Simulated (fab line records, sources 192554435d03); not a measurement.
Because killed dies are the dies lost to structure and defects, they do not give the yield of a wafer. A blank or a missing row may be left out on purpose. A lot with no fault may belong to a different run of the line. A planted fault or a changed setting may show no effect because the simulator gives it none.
What tool caused it?    flow n5_finfet    Sampling: 14 lots, 42 wafers, 4 of 1938 route steps

== WHAT THE GAUGES READ, wafer by wafer ==
N5_BEOL_M14_OVL_MEAS_11. Usual: V13_OVL gives 1 nm (standard deviation 4.7).
lot   measured      on          V13_OVL (nm)  flag
L313  day 11 01:30  overlay-02  1 0 -1        
L316  day 11 10:37  overlay-01  -1 0 -4       
L314  day 11 10:55  overlay-02  5 6 4         
L317  day 11 15:05  overlay-02  - - -         OFF
L318  day 12 04:59  overlay-02  - - -         OFF
L320  day 13 03:50  overlay-01  -2 1 -1       
L326  day 14 09:35  overlay-02  -5 2 -5       
L328  day 14 23:11  overlay-01  -4 0 -2       
L330  day 15 15:55  overlay-02  1 -5 8        
L331  day 15 19:37  overlay-02  5 10 2        
L332  day 16 08:02  overlay-01  0 5 10        
L335  day 16 14:09  overlay-02  -1 -5 3       
L334  day 16 21:08  overlay-02  2 5 14        
L336  day 17 11:57  overlay-01  8 -2 9        

== WHICH TOOL RAN EACH LOT (tool, then ch and the chambers of the sampled wafers, then the start) ==
lot   N5_BEOL_M13_PRE_CLEAN_42      N5_BEOL_M13_SPUTTER_43        N5_BEOL_M14_PEB_08
L313  pvd_sputter-01, day 10 23:30  pvd_sputter-01, day 10 23:32  litho_track-03 ch 0, day 11 01:22
L316  pvd_sputter-01, day 11 08:41  pvd_sputter-01, day 11 08:44  litho_track-05 ch 0, day 11 10:28
L314  pvd_sputter-01, day 11 09:01  pvd_sputter-01, day 11 09:03  litho_track-05 ch 0, day 11 10:47
L317  pvd_sputter-01, day 11 13:10  pvd_sputter-01, day 11 13:13  litho_track-05, day 11 14:56
L318  pvd_sputter-03, day 12 02:46  pvd_sputter-03, day 12 02:48  litho_track-02, day 12 04:50
L320  pvd_sputter-02, day 13 02:03  pvd_sputter-02, day 13 02:05  litho_track-02 ch 0, day 13 03:41
L326  pvd_sputter-03, day 14 07:17  pvd_sputter-03, day 14 07:19  litho_track-03 ch 0, day 14 09:26
L328  pvd_sputter-01, day 14 20:56  pvd_sputter-01, day 14 20:58  litho_track-05 ch 0, day 14 23:03
L330  pvd_sputter-03, day 15 13:24  pvd_sputter-03, day 15 13:26  litho_track-02 ch 0, day 15 15:46
L331  pvd_sputter-03, day 15 17:49  pvd_sputter-03, day 15 17:52  litho_track-02 ch 0, day 15 19:28
L332  pvd_sputter-03, day 16 05:59  pvd_sputter-03, day 16 06:02  litho_track-02 ch 0, day 16 07:53
L335  pvd_sputter-01, day 16 12:02  pvd_sputter-01, day 16 12:05  litho_track-03 ch 0, day 16 14:00
L334  pvd_sputter-02, day 16 19:20  pvd_sputter-02, day 16 19:22  litho_track-05 ch 0, day 16 20:59
L336  pvd_sputter-01, day 17 09:47  pvd_sputter-01, day 17 09:49  litho_track-02 ch 0, day 17 11:48
- N5_BEOL_M13_PRE_CLEAN_42: time 30 s.
- N5_BEOL_M13_SPUTTER_43: material TaN, target thk 15 nm, time 24.19 s.
- N5_BEOL_M14_PEB_08: peb time 90 s.

== AS READ BY THE TOOLS THEMSELVES (means over the sampled wafers that have a number; for cases with no such wafer, the mark the record gives instead) ==
N5_BEOL_M13_PRE_CLEAN_42. Usual: 334 W for heater_power_w, sd 27.
lot   tool            heater_power_w (W)  flag
L313  pvd_sputter-01  330                 
L316  pvd_sputter-01  326                 
L314  pvd_sputter-01  330                 
L317  pvd_sputter-01  366                 
L318  pvd_sputter-03  315                 
L320  pvd_sputter-02  329                 
L326  pvd_sputter-03  334                 
L328  pvd_sputter-01  318                 
L330  pvd_sputter-03  332                 
L331  pvd_sputter-03  315                 
L332  pvd_sputter-03  329                 
L335  pvd_sputter-01  346                 
L334  pvd_sputter-02  339                 
L336  pvd_sputter-01  367                 

N5_BEOL_M13_SPUTTER_43. Usual: 29.9 % for throttle_valve_pct, sd 0.93.
lot   tool            throttle_valve_pct (%)  flag
L313  pvd_sputter-01  30.3                    
L316  pvd_sputter-01  29.9                    
L314  pvd_sputter-01  31.0                    
L317  pvd_sputter-01  30.6                    
L318  pvd_sputter-03  30.2                    
L320  pvd_sputter-02  28.9                    
L326  pvd_sputter-03  30.0                    
L328  pvd_sputter-01  30.4                    
L330  pvd_sputter-03  29.6                    
L331  pvd_sputter-03  29.9                    
L332  pvd_sputter-03  30.7                    
L335  pvd_sputter-01  30.1                    
L334  pvd_sputter-02  29.4                    
L336  pvd_sputter-01  30.2                    

N5_BEOL_M14_PEB_08. Usual: chill_plate_temp_C 23.01 C, standard deviation 0.12; exhaust_pa 44.9 Pa, standard deviation 0.85.
lot   tool            chill_plate_temp_C (C)  exhaust_pa (Pa)  flag
L313  litho_track-03  23.00                   44.9             
L316  litho_track-05  22.98                   44.7             
L314  litho_track-05  22.98                   44.9             
L317  litho_track-05  -                       -                OFF
L318  litho_track-02  -                       -                OFF
L320  litho_track-02  22.83                   43.7             
L326  litho_track-03  23.12                   45.4             
L328  litho_track-05  23.05                   44.3             
L330  litho_track-02  22.88                   45.5             
L331  litho_track-02  23.13                   44.1             
L332  litho_track-02  22.99                   45.4             
L335  litho_track-03  23.12                   45.0             
L334  litho_track-05  23.05                   44.5             
L336  litho_track-02  23.03                   43.9             

== THE ANSWER, worked out from the rows above alone ==
Rule: take the mean of a lot's wafers that have a number; if it is more than 3 standard deviations from the usual mean, the lot is off. A lot without any number at a reading at which 4 lots or more have one is off too. Any other lot the step has rows for is counted as sound. The gauges are gone through in route order, then the tools' own readings, and for those a lot's mean is taken as printed above. The first step at which some lot is off is used, and at that step the reading that is off furthest; a lot without a number counts as furthest.
Off: at N5_BEOL_M14_OVL_MEAS_11 (V13_OVL), L317, L318. Without a number there: L317, L318.
A tool fits if, at a process step before that reading, it ran every lot that is off, and no sound lot after the first of them. Not tried: the gauges at N5_BEOL_M14_OVL_MEAS_11; whatever is off there is also off at N5_BEOL_M14_PEB_08, on other tools, and gauge error can't account for it. No candidate that was tried fits.

== WHAT THE SIMULATOR HAD INSERTED ==
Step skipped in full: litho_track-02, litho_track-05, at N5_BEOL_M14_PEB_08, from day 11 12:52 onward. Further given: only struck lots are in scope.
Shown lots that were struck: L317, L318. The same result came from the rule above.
